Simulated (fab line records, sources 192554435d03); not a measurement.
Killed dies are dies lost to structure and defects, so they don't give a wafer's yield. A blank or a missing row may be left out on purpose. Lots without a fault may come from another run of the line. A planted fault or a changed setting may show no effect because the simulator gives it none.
Chamber matching | flow n5_finfet | N5_SD_EPI_P_ETCH_37 on rie_diel-04: 4 sister chambers
The step etches SOC in N2/H2, overetch 108 nm, time 486 s. 8 wafers are shown with their chamber, then 7 later ones without.

WAFERS WITH THEIR CHAMBER
wafer  | chamber | showerhead_plenum_p_Torr (Torr) | drypump_motor_current_A (A)
L392.4 | 2       | 2.44                            | 6.7
L397.1 | 1       | 2.69                            | 6.1
L397.3 | 0       | 2.69                            | 5.3
L398.3 | 3       | 2.46                            | 5.1
L398.4 | 2       | 2.44                            | 6.7
L398.6 | 0       | 2.69                            | 5.3
L403.3 | 1       | 2.68                            | 6.2
L403.5 | 3       | 2.46                            | 5.1

WAFERS WITHOUT THEIR CHAMBER
wafer  | showerhead_plenum_p_Torr (Torr) | drypump_motor_current_A (A)
L403.6 | 2.68                            | 5.3
L409.2 | 2.68                            | 5.3
L409.3 | 2.45                            | 5.1
L409.5 | 2.68                            | 5.4
L410.3 | 2.45                            | 5.1
L410.5 | 2.68                            | 6.1
L410.6 | 2.68                            | 5.3

WHICH CHAMBER EACH WENT THROUGH
wafer  | from the rows above | in truth
L403.6 | 0                   | 0
L409.2 | 0                   | 0
L409.3 | 3                   | 3
L409.5 | 0                   | 0
L410.3 | 3                   | 3
L410.5 | 1                   | 1
L410.6 | 0                   | 0
Placed correctly: 7 of 7. Can't be placed from these rows: 0. Placed wrongly: 0.
How it was worked out, from the rows above alone: a wafer's distance from a chamber is the root of the sum, over the readings, of the square of ((its reading less the chamber's mean) divided by the reading's scatter). The wafer belongs to the nearest chamber; if the next one is less than 2 further off, it can't be placed. A chamber's mean is the mean of its shown wafers. The scatter: the root of (the sum of the squares of (reading less its chamber's mean) over the shown wafers, divided by (wafers less chambers)).
